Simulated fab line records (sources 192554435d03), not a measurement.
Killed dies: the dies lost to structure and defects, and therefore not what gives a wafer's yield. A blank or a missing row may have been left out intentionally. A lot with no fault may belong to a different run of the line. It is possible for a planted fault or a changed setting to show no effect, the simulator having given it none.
fab line records	flow n5-finfet
[record] lots = 5	wafers = 15	last-day = 17
route steps=1938 shown BEOL_M12@1604 PASSIVATION@1936
lots with no fault: from the same line, run without faults
start-h: the number of hours between the record's first day and the start of the first shown wafer of the lot	wait-h: hours since the lot's step before	" same as the row above	L1.1+2: several wafers, shown together as one row	- value missing, or start not given	* or withheld: withheld	< > ~ a bound
route shown NAME@n: NAME is a module with steps in the file, n the number in the route of the first one	usual: mean and standard deviation over wafers with no fault	same: alike in all rows	chamber/n: place in a boat	sites: each site's reading	_std_site: how widely they spread, as a standard deviation	_edge_site: mean of outer sites minus mean of inner sites	radius-mm: how far each site lies from the wafer's centre	mask NAME#n: copy n	behind: tool/chamber where the wafer was last shaped	hold: cause of the lot's hold/its duration in hours/its outcome	device: transistor that didn't switch, given as n, p or np	end of line: the same wafers' tests at the end of the route	a step without rows: its recipe alone	killed: at the first sort, the dies lost to defects and structure; wafer yield is something else	map: dies across one wafer; x = killed, . = not, _ = none there
set.NAME: the setting that was run; set.NAME@STEP: the one run at that earlier step	model.NAME: the simulator's own value behind a step, which no gauge read
lots at selected steps of the route; one table per step, one row per wafer
services: when a tool's chamber went out of use (start-h, in hours from the record's first day, below 0 if earlier), for how many hours, and the reason
[[steps]]
[step N5_BEOL_M12_COAT_58]
[recipe] resist = BARC	temp-c = 205	time-s = 60	spin-rpm = 1500	resist-thk-nm = 89
[step N5_BEOL_M12_COAT_04]
[recipe] spin-rpm = 1625	resist-thk-nm = 400
[step N5_BEOL_M12_EBR_06]
[recipe] solvent = PGMEA	ebr-width-mm = 1.5
[step N5_BEOL_M12_SOFTBAKE_05]
[recipe] temp-c = 130	time-s = 60
[step N5_BEOL_M12_EXPOSE_07]
[recipe] mask-id = V11	na = 0.93	source-shape = conventional	sigma-outer = 0.6	polarization = unpolarized	attpsm-phase-deg = 180	dose-mj = 32.5
[step N5_BEOL_M12_PEB_08]
[recipe] peb-temp-c = 130	peb-time-s = 90
[step N5_BEOL_M12_DEVELOP_09]
[recipe] develop-time-s = 45	rinse-liquid = diw	dry = air-spin	dev-temp-c = 21
[step N5_BEOL_M12_HARDBAKE_14]
[recipe] temp-c = 130	time-s = 120
[step N5_BEOL_M12_CD_MEAS_10]
[recipe] target-cd-nm = 140	landing-energy-ev = 500	detector = se-inlens	polarity = opening
[usual] cd-nm = 140.3/2
[same] landing-energy-ev = 500
lot.wafer	tool	chamber	start-h	wait-h	cd-nm
L362.2	cd-sem-03	0	252.38	-	140.6
L362.3	"	0	"	"	142.7
L362.4	"	0	"	"	142.3
L367.1	cd-sem-01	0	276.15	-	143.0
L367.3	"	0	"	"	143.9
L367.4	"	0	"	"	141.8
L377.3	cd-sem-02	0	349.19	-	139.4
L377.4	"	0	"	"	139.5
L377.5	"	0	"	"	140.9
L378.2	cd-sem-03	0	350.98	-	137.8
L378.3	"	0	"	"	141.1
L378.6	"	0	"	"	138.1
L380.1	cd-sem-03	0	363.22	-	139.7
L380.2	"	0	"	"	139.0
L380.5	"	0	"	"	139.8
[step N5_BEOL_M12_OVL_MEAS_11]
[recipe] points-per-wafer = 44
[usual] V11_OVL = -1/6.7
lot.wafer	tool	chamber	start-h	wait-h	V11_OVL[nm]
L362.2	overlay-02	0	252.41	0.0	8
L362.3	"	0	"	"	16
L362.4	"	0	"	"	9
L367.1	overlay-02	0	276.18	0.0	4
L367.3	"	0	"	"	14
L367.4	"	0	"	"	-2
L377.3	overlay-01	0	349.22	0.0	-2
L377.4	"	0	"	"	-11
L377.5	"	0	"	"	-6
L378.2	overlay-01	0	351.01	0.0	0
L378.3	"	0	"	"	-10
L378.6	"	0	"	"	6
L380.1	overlay-01	0	363.26	0.0	0
L380.2	"	0	"	"	-3
L380.5	"	0	"	"	-4
[step N5_BEOL_M12_INSPECT_12]
[recipe] mode = adi	inspect-instrument = macro
[usual] raw-defect-count = 2.0/1.4
lot.wafer	tool	chamber	start-h	wait-h	raw-defect-count
L362.2	defect-inspect-01	-	252.43	0.0	4
L362.3	"	-	"	"	2
L362.4	"	-	"	"	2
L367.1	defect-inspect-01	-	276.20	0.0	3
L367.3	"	-	"	"	4
L367.4	"	-	"	"	1
L377.3	defect-inspect-02	-	349.24	0.0	0
L377.4	"	-	"	"	2
L377.5	"	-	"	"	1
L378.2	defect-inspect-01	-	351.04	0.0	4
L378.3	"	-	"	"	4
L378.6	"	-	"	"	1
L380.1	defect-inspect-02	-	363.28	0.0	4
L380.2	"	-	"	"	0
L380.5	"	-	"	"	3
[step N5_BEOL_M12_DESCUM_15]
[recipe] chemistry = O2	time-s = 7.9	source-power-w = 50	bias-power-w = 20	pressure-mtorr = 20	rf-frequency-hz = 2.712e+07	temp-c = 40	o2-flow-sccm = 225
[usual] bias-power-w = 20.01/0.057	drypump-motor-current-A = 5.6/0.56	oes-product-au = 0.83/0.08	rf-vpp-V = 243.3/1.3	showerhead-plenum-p-Torr = 2.11/0.08	throttle-valve-pct = 20.28/0.3
lot.wafer	tool	chamber	start-h	wait-h	bias-power-w	drypump-motor-current-A	oes-product-au	rf-hours-counter-h	rf-vpp-V	showerhead-plenum-p-Torr	throttle-valve-pct
L362.2	rie-diel-02	0	252.47	0.0	20.05	5.7	0.80	97	242.7	2.03	20.14
L362.3	"	2	"	"	20.09	5.3	0.84	65	244.3	2.24	20.12
L362.4	"	3	"	"	20.07	5.8	0.77	139	244.9	2.09	20.17
L367.1	rie-diel-06	3	276.24	0.0	19.97	6.6	0.69	245	244.7	2.18	20.88
L367.3	"	0	"	"	20.04	5.0	0.85	83	245.4	2.21	20.12
L367.4	"	1	"	"	19.94	5.1	0.91	-	242.8	2.05	20.03
L377.3	rie-diel-02	1	349.28	0.0	20.02	6.0	0.88	21	243.4	2.14	20.33
L377.4	"	0	"	"	20.02	5.7	0.76	133	242.4	2.02	20.18
L377.5	"	0	"	"	20.01	5.7	0.76	-	242.0	2.02	20.18
L378.2	rie-diel-02	1	351.07	0.0	20.04	6.0	0.89	22	242.4	2.14	20.32
L378.3	"	2	"	"	20.03	5.4	0.82	101	245.6	2.22	20.19
L378.6	"	1	"	"	20.04	6.0	0.88	-	243.5	2.14	20.34
L380.1	rie-diel-06	0	363.50	0.2	20.13	5.0	0.80	118	243.1	2.20	20.16
L380.2	"	3	"	"	20.04	6.6	0.95	18	244.1	2.17	20.53
L380.5	"	3	"	"	19.98	6.7	0.97	-	244.7	2.17	20.51
[step N5_BEOL_M12_ETCH_59]
[recipe] chemistry = N2/H2	target = BARC	target-depth-a = 890	overetch-a = 267	time-s = 67.9	ion-energy-ev = 200	pressure-mtorr = 30	source-w = 840	bias-w = 150	n2-flow-sccm = 200	h2-flow-sccm = 200
[usual] drypump-motor-current-A = 5.6/0.56	oes-product-au = 0.71/0.064	rf-vpp-V = 524.3/2.7	showerhead-plenum-p-Torr = 2.55/0.089	throttle-valve-pct = 17.65/0.26
lot.wafer	tool	chamber	start-h	wait-h	drypump-motor-current-A	oes-product-au	rf-hours-counter-h	rf-vpp-V	showerhead-plenum-p-Torr	throttle-valve-pct
L362.2	rie-diel-02	0	252.50	0.0	5.7	0.68	97	521.3	2.46	17.44
L362.3	"	2	"	"	5.3	0.73	65	527.8	2.68	17.34
L362.4	"	3	"	"	5.8	0.66	139	525.3	2.55	17.78
L367.1	rie-diel-06	3	276.27	0.0	6.6	0.59	245	526.3	2.59	18.04
L367.3	"	0	"	"	5.0	0.73	83	527.3	2.69	17.54
L367.4	"	1	"	"	5.1	0.77	-	522.9	2.49	17.45
L377.3	rie-diel-02	1	349.31	0.0	6.0	0.76	21	525.0	2.60	17.75
L377.4	"	0	"	"	5.7	0.65	133	521.4	2.44	17.51
L377.5	"	0	"	"	5.7	0.66	-	520.8	2.44	17.50
L378.2	rie-diel-02	1	351.10	0.0	6.0	0.76	22	526.0	2.60	17.74
L378.3	"	2	"	"	5.4	0.70	101	527.2	2.66	17.38
L378.6	"	1	"	"	6.0	0.77	-	525.7	2.60	17.77
L380.1	rie-diel-06	0	363.53	0.0	5.0	0.69	118	525.8	2.67	17.60
L380.2	"	3	"	"	6.6	0.80	18	525.3	2.58	17.63
L380.5	"	3	"	"	6.6	0.81	-	526.0	2.58	17.62
[step N5_BEOL_M12_VIA_ETCH_16]
[recipe] chemistry = C4F8/O2/Ar	target = SiOC	pressure-mtorr = 30	source-w = 3000	bias-w = 700	Ar_flow_sccm = 400	C4F8_flow_sccm = 15	O2_flow_sccm = 8	he-inner-torr = 15	he-outer-torr = 30	target-depth-a = 7248	time-s = withheld	ion-energy-ev = 250	ends = cleared
[usual] O2_flow_sccm = 8.000/0.023	drypump-motor-current-A = 5.6/0.56	oes-product-au = 0.75/0.071	rf-vpp-V = 666/3.2	showerhead-plenum-p-Torr = 3.43/0.11	throttle-valve-pct = 24.0/0.31
lot.wafer	tool	chamber	start-h	wait-h	O2_flow_sccm	drypump-motor-current-A	oes-product-au	rf-vpp-V	showerhead-plenum-p-Torr	throttle-valve-pct
L362.2	rie-diel-02	0	252.55	0.0	8.033	5.6	0.72	663	3.33	23.9
L362.3	"	2	"	"	7.965	5.3	0.76	670	3.56	23.5
L362.4	"	3	"	"	7.964	5.8	0.71	666	3.42	24.0
L367.1	rie-diel-06	3	276.32	0.0	8.035	6.6	0.63	668	3.48	24.3
L367.3	"	0	"	"	8.003	5.0	0.77	670	3.59	23.9
L367.4	"	1	"	"	7.997	5.1	0.82	663	3.35	23.8
L377.3	rie-diel-02	1	349.36	0.0	8.011	6.0	0.79	669	3.47	24.0
L377.4	"	0	"	"	7.997	5.7	0.69	661	3.31	23.9
L377.5	"	0	"	"	7.964	5.7	0.69	662	3.31	23.9
L378.2	rie-diel-02	1	351.16	0.0	7.984	6.0	0.80	667	3.47	24.0
L378.3	"	2	"	"	8.013	5.3	0.72	671	3.54	23.6
L378.6	"	1	"	"	7.999	6.0	0.80	668	3.47	24.0
L380.1	rie-diel-06	0	363.58	0.0	7.966	5.0	0.72	669	3.57	23.9
L380.2	"	3	"	"	8.028	6.6	0.86	666	3.46	24.0
L380.5	"	3	"	"	8.011	6.6	0.88	667	3.46	24.0
[step N5_BEOL_M12_STRIP_63]
[recipe] chemistry = N2/H2	power-w = 1000	temp-c = 250	h2-frac = 0.65	overash-fraction = 0.3	pressure-mtorr = 1000	n2-flow-sccm = 1750	h2-flow-sccm = 3250
[usual] drypump-motor-current-A = 5.33/0.23	heater-power-w = 306/22	oes-product-au = 0.692/0.005	strip-time-to-endpoint-s = 42.2/0.99
lot.wafer	tool	chamber	start-h	wait-h	drypump-motor-current-A	heater-power-w	oes-product-au	rf-hours-counter-h	strip-time-to-endpoint-s
L362.2	plasma-asher-02	1	252.75	-	5.34	287	0.696	116	43.0
L362.3	"	0	"	"	4.99	310	0.702	-	42.8
L362.4	"	1	"	"	5.36	298	0.699	-	40.8
L367.1	plasma-asher-02	1	276.52	-	5.37	287	0.692	121	44.1
L367.3	"	0	"	"	5.01	317	0.695	-	42.7
L367.4	"	1	"	"	5.35	292	0.696	-	42.1
L377.3	plasma-asher-01	0	349.58	-	5.68	291	0.695	-	42.5
L377.4	"	1	"	"	5.35	335	0.691	-	40.5
L377.5	"	1	"	"	5.35	338	0.695	-	41.2
L378.2	plasma-asher-01	0	351.36	-	5.66	282	0.695	102	43.1
L378.3	"	1	"	"	5.34	338	0.693	-	43.6
L378.6	"	0	"	"	5.63	279	0.683	-	42.0
L380.1	plasma-asher-01	0	363.78	-	5.60	272	0.701	104	42.8
L380.2	"	1	"	"	5.33	339	0.695	104	42.8
L380.5	"	1	"	"	5.33	340	0.688	-	41.8
[step N5_BEOL_M12_STRIP_64]
[recipe] chemistry = N2/H2	power-w = 1000	temp-c = 250	h2-frac = 0.65	overash-fraction = 0.3	pressure-mtorr = withheld	n2-flow-sccm = 1750	h2-flow-sccm = 3250
[usual] drypump-motor-current-A = 5.32/0.23	heater-power-w = 307/23	oes-product-au = 0.715/0.0047	strip-time-to-endpoint-s = 31.27/0.094
lot.wafer	tool	chamber	start-h	wait-h	drypump-motor-current-A	heater-power-w	oes-product-au	rf-hours-counter-h	strip-time-to-endpoint-s
L362.2	plasma-asher-02	1	252.81	0.0	5.36	292	0.717	116	31.32
L362.3	"	0	"	"	5.01	319	0.717	-	31.29
L362.4	"	1	"	"	5.35	296	0.720	-	31.40
L367.1	plasma-asher-02	1	276.58	0.0	5.35	291	0.720	121	31.36
L367.3	"	0	"	"	4.98	318	0.706	-	31.43
L367.4	"	1	"	"	5.37	289	0.717	-	31.38
L377.3	plasma-asher-01	0	349.64	0.0	5.62	290	0.712	-	31.21
L377.4	"	1	"	"	5.34	342	0.715	-	31.17
L377.5	"	1	"	"	5.32	335	0.718	-	31.26
L378.2	plasma-asher-01	0	351.42	0.0	5.62	282	0.707	102	31.49
L378.3	"	1	"	"	5.32	337	0.717	-	31.48
L378.6	"	0	"	"	5.62	282	0.717	-	31.51
L380.1	plasma-asher-01	0	363.84	0.0	5.63	275	0.716	104	31.28
L380.2	"	1	"	"	5.32	341	0.723	104	31.42
L380.5	"	1	"	"	5.33	347	0.713	-	31.37
[step N5_BEOL_M12_STRIP_71]
[recipe] chemistry = post-etch-residue-remover	time-s = 60	temp-c = 25	remover-ph = withheld	remover-water-wt-pct = withheld	remover-fluoride-wt-pct = withheld
[step N5_BEOL_M12_SRD_72]
[recipe] time-s = 30	temp-c = 23	rinse-liquid = diw	dry = n2-spin	spin-rpm = 1500	dry-time-s = 30
[step N5_BEOL_M12_CD_MEAS_17]
[recipe] target-cd-nm = 140	polarity = opening
[usual] cd-nm = 140.6/2.1
lot.wafer	tool	chamber	start-h	wait-h	cd-nm
L362.2	cd-sem-03	-	252.96	0.0	141.0
L362.3	"	-	"	"	143.6
L362.4	"	-	"	"	141.8
L367.1	cd-sem-01	-	276.73	0.0	142.7
L367.3	"	-	"	"	143.2
L367.4	"	-	"	"	142.6
L377.3	cd-sem-03	-	349.77	0.0	140.8
L377.4	"	-	"	"	138.8
L377.5	"	-	"	"	140.3
L378.2	cd-sem-03	-	351.56	0.0	139.6
L378.3	"	-	"	"	142.0
L378.6	"	-	"	"	138.8
L380.1	cd-sem-03	-	364.00	0.0	139.8
L380.2	"	-	"	"	138.4
L380.5	"	-	"	"	139.1
[step N5_BEOL_M12_COAT_65]
[recipe] resist = SOC	temp-c = 250	time-s = 60	spin-rpm = 1500	resist-thk-nm = 300
[step N5_BEOL_M12_COAT_66]
[recipe] resist = SiARC	temp-c = 220	time-s = 60	spin-rpm = 1500	resist-thk-nm = 110
[step N5_BEOL_M12_COAT_22]
[recipe] spin-rpm = 2888	resist-thk-nm = 300
[step N5_BEOL_M12_EBR_24]
[recipe] solvent = PGMEA	ebr-width-mm = 1.5
[step N5_BEOL_M12_SOFTBAKE_23]
[recipe] temp-c = 130	time-s = 60
[step N5_BEOL_M12_EXPOSE_25]
[recipe] mask-id = M12	na = 0.93	source-shape = conventional	sigma-outer = 0.4	polarization = unpolarized	dose-mj = 21.8
[step N5_BEOL_M12_PEB_26]
[recipe] peb-temp-c = 130	peb-time-s = 90
[step N5_BEOL_M12_DEVELOP_27]
[recipe] develop-time-s = 45	rinse-liquid = diw	dry = air-spin	dev-temp-c = 21
[step N5_BEOL_M12_HARDBAKE_32]
[recipe] temp-c = 130	time-s = 120
[step N5_BEOL_M12_CD_MEAS_28]
[recipe] target-cd-nm = 160.2	landing-energy-ev = 500	detector = se-inlens	polarity = opening
[usual] cd-nm = 160.2/1.8
[same] landing-energy-ev = 500
lot.wafer	tool	chamber	start-h	wait-h	cd-nm
L362.2	cd-sem-03	0	253.41	-	158.5
L362.3	"	0	"	"	157.5
L362.4	"	0	"	"	159.2
L367.1	cd-sem-02	0	277.06	-	157.0
L367.3	"	0	"	"	159.8
L367.4	"	0	"	"	160.1
L377.3	cd-sem-03	0	350.22	-	158.5
L377.4	"	0	"	"	161.3
L377.5	"	0	"	"	158.8
L378.2	cd-sem-02	0	352.02	-	159.7
L378.3	"	0	"	"	163.7
L378.6	"	0	"	"	161.2
L380.1	cd-sem-02	0	364.45	-	155.3
L380.2	"	0	"	"	158.2
L380.5	"	0	"	"	157.8
[step N5_BEOL_M12_OVL_MEAS_29]
[recipe] points-per-wafer = 44
[usual] M12_OVL = 4/5.6
lot.wafer	tool	chamber	start-h	wait-h	M12_OVL[nm]
L362.2	overlay-02	0	253.44	0.0	8
L362.3	"	0	"	"	7
L362.4	"	0	"	"	11
L367.1	overlay-01	0	277.09	0.0	2
L367.3	"	0	"	"	-1
L367.4	"	0	"	"	9
L377.3	overlay-01	0	350.25	0.0	4
L377.4	"	0	"	"	2
L377.5	"	0	"	"	6
L378.2	overlay-01	0	352.04	0.0	7
L378.3	"	0	"	"	9
L378.6	"	0	"	"	-7
L380.1	overlay-01	0	364.48	0.0	3
L380.2	"	0	"	"	5
L380.5	"	0	"	"	0
[step N5_BEOL_M12_INSPECT_30]
[recipe] mode = adi	inspect-instrument = macro
[usual] raw-defect-count = 2.0/1.5
lot.wafer	tool	chamber	start-h	wait-h	raw-defect-count
L362.2	defect-inspect-01	-	253.46	0.0	4
L362.3	"	-	"	"	1
L362.4	"	-	"	"	4
L367.1	defect-inspect-01	-	277.11	0.0	>300
L367.3	"	-	"	"	0
L367.4	"	-	"	"	1
L377.3	defect-inspect-01	-	350.28	0.0	3
L377.4	"	-	"	"	1
L377.5	"	-	"	"	2
L378.2	defect-inspect-01	-	352.07	0.0	1
L378.3	"	-	"	"	3
L378.6	"	-	"	"	2
L380.1	defect-inspect-01	-	364.50	0.0	2
L380.2	"	-	"	"	1
L380.5	"	-	"	"	2
[step N5_BEOL_M12_DESCUM_33]
[recipe] chemistry = O2	time-s = 7.9	source-power-w = 50	bias-power-w = 20	pressure-mtorr = 20	rf-frequency-hz = 2.712e+07	temp-c = 40	o2-flow-sccm = 225
[usual] bias-power-w = 20.00/0.057	drypump-motor-current-A = 5.6/0.58	oes-product-au = 0.83/0.082	rf-vpp-V = 243.4/1.6	showerhead-plenum-p-Torr = 2.12/0.084	throttle-valve-pct = 20.29/0.3
lot.wafer	tool	chamber	start-h	wait-h	bias-power-w	drypump-motor-current-A	oes-product-au	rf-hours-counter-h	rf-vpp-V	showerhead-plenum-p-Torr	throttle-valve-pct
L362.2	rie-diel-05	3	253.77	0.3	20.15	5.4	0.92	14	240.4	2.07	20.11
L362.3	"	0	"	"	20.01	5.2	0.77	136	242.5	2.01	20.16
L362.4	"	2	"	"	19.93	5.6	0.77	141	243.4	2.09	20.37
L367.1	rie-diel-05	0	277.22	0.1	20.10	5.3	0.77	145	241.8	2.01	20.19
L367.3	"	2	"	"	20.02	5.6	0.76	150	244.2	2.09	20.37
L367.4	"	1	"	"	19.90	4.9	0.85	57	240.7	2.04	19.83
L377.3	rie-diel-02	2	350.31	0.0	20.02	5.3	0.80	101	246.6	2.22	20.19
L377.4	"	3	"	"	19.93	5.8	0.74	174	241.7	2.08	20.21
L377.5	"	1	"	"	19.97	6.0	0.89	-	245.0	2.14	20.32
L378.2	rie-diel-06	2	352.10	0.0	19.96	6.5	0.92	21	244.1	2.25	20.88
L378.3	"	0	"	"	20.00	5.0	0.80	113	244.7	2.20	20.17
L378.6	"	1	"	"	19.97	5.1	0.86	-	241.9	2.04	20.10
L380.1	rie-diel-06	2	364.97	0.5	19.91	6.4	0.92	25	246.9	2.24	20.87
L380.2	"	0	"	"	19.87	5.0	0.80	118	244.3	2.20	20.17
L380.5	"	3	"	"	20.00	6.6	0.96	-	245.1	2.17	20.52
[step N5_PASSIVATION_PROBE_49]
[usual] defect-limited-yield = 91.2/1.6	killed_at_M0_to_M3 = 34/11	killed_at_M4_up = 14/5.7	killed-at-contacts = 14/6.6	killed-at-front-end = 37/10	killed-at-other = 4/3.2	killed-dies = 104/19	killed-on-rim = 14/4.1	killed-open = 69/13	killed-short = 33/8.7	sort_bin_5_function = 5.1/1	sort_bin_6_memory = 3.3/0.76	sort-n-pass = 1076/19	sort-yield-pct = 91.2/1.6
[same] gross-dies = 1180	killed-at-back-side = 0	sort_bin_4_leakage[%] = 0	sort_bin_8_speed[%] = 0
lot.wafer	tool	chamber	start-h	wait-h	defect-limited-yield[%]	killed_at_M0_to_M3	killed_at_M4_up	killed-at-contacts	killed-at-front-end	killed-at-other	killed-dies	killed-on-rim	killed-open	killed-short	sort_bin_5_function[%]	sort_bin_6_memory[%]	sort-n-pass	sort-yield-pct[%]
L367.1	prober-02	-	313.48	0.0	78.6	21	171	17	44	0	253	12	70	35	13.2	4.6	927	78.6
L367.3	prober-02	-	313.58	0.1	91.5	13	16	25	44	2	100	11	67	32	5.3	3.0	1080	91.5
L367.4	prober-02	-	313.63	0.2	89.2	41	25	13	46	3	128	15	79	48	6.6	3.8	1052	89.2
// killed by level:class
L367.1 BEOL_M12:unspecified=148 MOL_CONTACT_COAG:geometric-particle:open=14 BEOL_M4:geometric-particle:open=11 FIN_SAQP:geometric-particle:open=10 GATE_CUT:geometric-particle:short=8 DUMMY_GATE:geometric-particle:open=7 STI_FIN_REVEAL:geometric-particle:open=6 BEOL_M0_SAQP:geometric-particle:open=5
L367.3 MOL_CONTACT_COAG:geometric-particle:open=20 FIN_SAQP:geometric-particle:short=9 STI_FIN_REVEAL:geometric-particle:open=9 FIN_SAQP:geometric-particle:open=7 DUMMY_GATE:geometric-particle:open=5 MOL_CONTACT_COAG:geometric-particle:short=5 BEOL_M2:geometric-particle:open=5 BEOL_M4:geometric-particle:open=5
L367.4 BEOL_M4:geometric-particle:open=11 MOL_CONTACT_COAG:geometric-particle:open=11 BEOL_M0_SAQP:geometric-particle:short=11 BEOL_M3:geometric-particle:open=9 STI_FIN_REVEAL:geometric-particle:open=8 GATE_CUT:geometric-particle:short=8 DUMMY_GATE:geometric-particle:open=6 BEOL_M0_SAQP:geometric-particle:open=5
// map L367.1 (x killed, . not)
_________________x...........________________
______________.........x...x...._____________
___________...............xx.....x.__________
__________.........................._________
________.........x......x.x........x.._______
_______......x..................x......______
______x.......x.........x..............._____
_____.........x.........x................____
____................x......x.....x........___
___.........x...x.......x.................x__
___............................x.....x.....__
__..x................x..x......x..xxxx.x...._
__.x....x.x......x....x.x...x..x..x..x......_
_...................x....x.xx.xx.xxx.x.......
_x....x.................xx.x.xxxxxxxxxx......
_....x..........x.......x.xxxxxxxxxxx.x......
_...........x..x......xx.xxxxxxxxxxxxxxx.....
_...x.......x........x.x.xxxxxxxxxxxxx......x
_......x............x...xxxxxxxxxxxxxxx......
_........................xxxxxxxxxxxxxx....x.
_...x...........x.....x.xxxxxxxxxxxxxxxx..x..
__.............x......x...xxxxxxxxxxxxx....._
__.....x.................xxxxxxxxxxxxx......_
___...x..................x.x.xxxxxx.x......__
___....................x...x.xxxxxx.x.x..x.__
____......x.....x........x..x.x..xx.......___
_____..............x...xx..xx............____
______x....xx..x..................x..x.._____
_______........xx.....x................______
________..x.....x....................._______
__________...........x..........x..._________
___________.....x............x.x...__________
______________..............x..._____________
_________________............________________
// map L380.1 (x killed, . not)
_________________.x..x.......________________
______________...x.....x........_____________
___________........x........xx.....__________
__________.........................._________
________.....x........x...x...x......._______
_______....x....................x......______
______...........x...xx...x.x.....x..x.x_____
_____.x..............x..................x____
____..x................x..................___
___.........x....x.....xx.....x............__
___x.......x.............x.x...x...........__
__...........x...........x.........x........_
__..........................x...x..x....x..._
_.xx....x..x..............x...........xx.....
_....................x.....x.....x.....x....x
_.......x...x....x.x...x.x.x..x..............
_.x.x.....................xx......x..........
_....x.....................x...x..x........x.
_..x.x..x.................x..x........x...x..
_......x.....xx....x.........................
_.....x.x................x..............xx...
__...........xx..............x...x.........._
__.......x......xxx..x......x..x....x......._
___.x.............x......x...............x.__
___..x.......x.x..........x.......x...x..x.__
____.........x.................x..........___
_____...x..............x...x.x..........x____
______.........x.x...............x......_____
_______..x..x.x.x.........x......x....x______
________......x....x......x..........._______
__________....x..........x........x._________
___________......x...x........x....__________
______________...........x.x...._____________
_________________x.........xx________________
[[services]]
tool	chamber	start-h	hours	kind
rie-diel-05	-	250.18	0.4	repair
rie-diel-02	1	268.76	-	clean
rie-diel-02	1	268.76	-	consumable-replace:focus-ring
rie-diel-02	1	268.76	20.5	scheduled-down
rie-diel-02	1	268.76	20.5	vent-cycle
rie-diel-06	2	280.14	-	clean
rie-diel-06	2	280.14	-	consumable-replace:focus-ring
rie-diel-06	2	280.14	-	consumable-replace:showerhead
rie-diel-06	2	280.14	20.4	scheduled-down
rie-diel-06	2	280.14	20.4	vent-cycle
rie-diel-06	3	300.71	-	clean
rie-diel-06	3	300.71	-	consumable-replace:focus-ring
rie-diel-06	3	300.71	15.2	scheduled-down
rie-diel-06	3	300.71	15.2	vent-cycle
plasma-asher-02	-	312.37	4.3	pm
plasma-asher-02	-	323.41	2.8	repair
rie-diel-05	2	325.98	13.5	repair
rie-diel-05	-	330.64	3.9	repair
rie-diel-05	3	336.29	3.1	repair
[[key]]
[first-sign] step = N5_BEOL_M12_INSPECT_30	reading = raw-defect-count	direction = up	sigmas = 99+	usual = 2.0	struck = >300
[effect] step = N5_PASSIVATION_PROBE_49	reading = killed_at_M4_up	direction = up	sigmas = 28	usual = 14	struck = 171
[more-kills-born-at] N5_BEOL_M12_ETCH_59@rie-diel-06 = 148
met-at N5_BEOL_M12_ETCH_59
struck-wafers L367.1
[fault] kind = chamber-particle-source	tool = rie-diel-06	chamber = 3	onset-h = 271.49	steps = N5_BEOL_M12_ETCH_59	rate-per-visit-cm2 = 1.4994	end-h = 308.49
